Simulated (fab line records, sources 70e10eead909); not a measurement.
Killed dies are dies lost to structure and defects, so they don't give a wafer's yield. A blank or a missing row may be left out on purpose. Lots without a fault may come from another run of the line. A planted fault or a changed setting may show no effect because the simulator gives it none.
Chamber matching | flow nand_harc | NHARC_P_M0_STRIP_18 on rie_diel-07: 4 sister chambers
The step strips in N2/H2. 14 wafers are shown with their chamber, then 7 later ones without.

WAFERS WITH THEIR CHAMBER
wafer  | chamber | drypump_motor_current_A (A) | oes_product_au (a.u.) | rf_vpp_V (V)
L074.1 | 0       | 5.2                         | 1.018                 | 90.4
L074.3 | 1       | 5.6                         | 0.992                 | 90.2
L074.5 | 0       | 5.2                         | 1.022                 | 87.9
L076.2 | 2       | 4.9                         | 1.011                 | 91.8
L076.3 | 3       | 6.4                         | 0.977                 | 92.0
L076.6 | 1       | 5.6                         | 0.993                 | 92.0
L081.1 | 0       | 5.2                         | 1.018                 | 89.8
L081.2 | 2       | 5.0                         | 1.015                 | 91.5
L081.4 | 3       | 6.4                         | 0.980                 | 92.2
L086.2 | 0       | 5.2                         | 1.004                 | 89.2
L086.3 | 2       | 5.0                         | 1.019                 | 89.9
L086.5 | 3       | 6.5                         | 0.980                 | 91.9
L089.1 | 3       | 6.4                         | 0.987                 | 90.3
L089.3 | 2       | 5.0                         | 1.021                 | 92.6

SIGNATURES (means of the wafers above)
reading                 | chamber 0 | chamber 1 | chamber 2 | chamber 3 | scatter within a chamber
drypump_motor_current_A | 5.200     | 5.600     | 4.975     | 6.425     | 0.0387
oes_product_au          | 1.01550   | 0.99250   | 1.01650   | 0.98100   | 0.00548
rf_vpp_V                | 89.325    | 91.100    | 91.450    | 91.600    | 1.06
Rule: a wafer's distance from a chamber is the root of the sum, over the readings, of the square of ((its reading less the chamber's mean) divided by the reading's scatter). The wafer belongs to the nearest chamber; if the next one is less than 2 further off, it can't be placed. The scatter: the root of (the sum of the squares of (reading less its chamber's mean) over the shown wafers, divided by (wafers less chambers)).

WAFERS WITHOUT THEIR CHAMBER
wafer  | drypump_motor_current_A (A) | oes_product_au (a.u.) | rf_vpp_V (V)
L089.4 | 5.2                         | 1.007                 | 88.6
L088.1 | 6.5                         | 0.989                 | 92.2
L088.2 | 5.2                         | 1.008                 | 90.0
L088.4 | 5.0                         | 1.025                 | 91.5
L090.4 | 5.6                         | 1.001                 | 91.4
L090.5 | 6.5                         | 0.985                 | 91.1
L090.6 | 5.0                         | 1.013                 | 91.3

WHICH CHAMBER EACH WENT THROUGH
wafer  | from the rows above | in truth
L089.4 | 0                   | 0
L088.1 | 3                   | 3
L088.2 | 0                   | 0
L088.4 | 2                   | 2
L090.4 | 1                   | 1
L090.5 | 3                   | 3
L090.6 | 2                   | 2
Placed correctly: 7 of 7. Can't be placed from these rows: 0. Placed wrongly: 0.
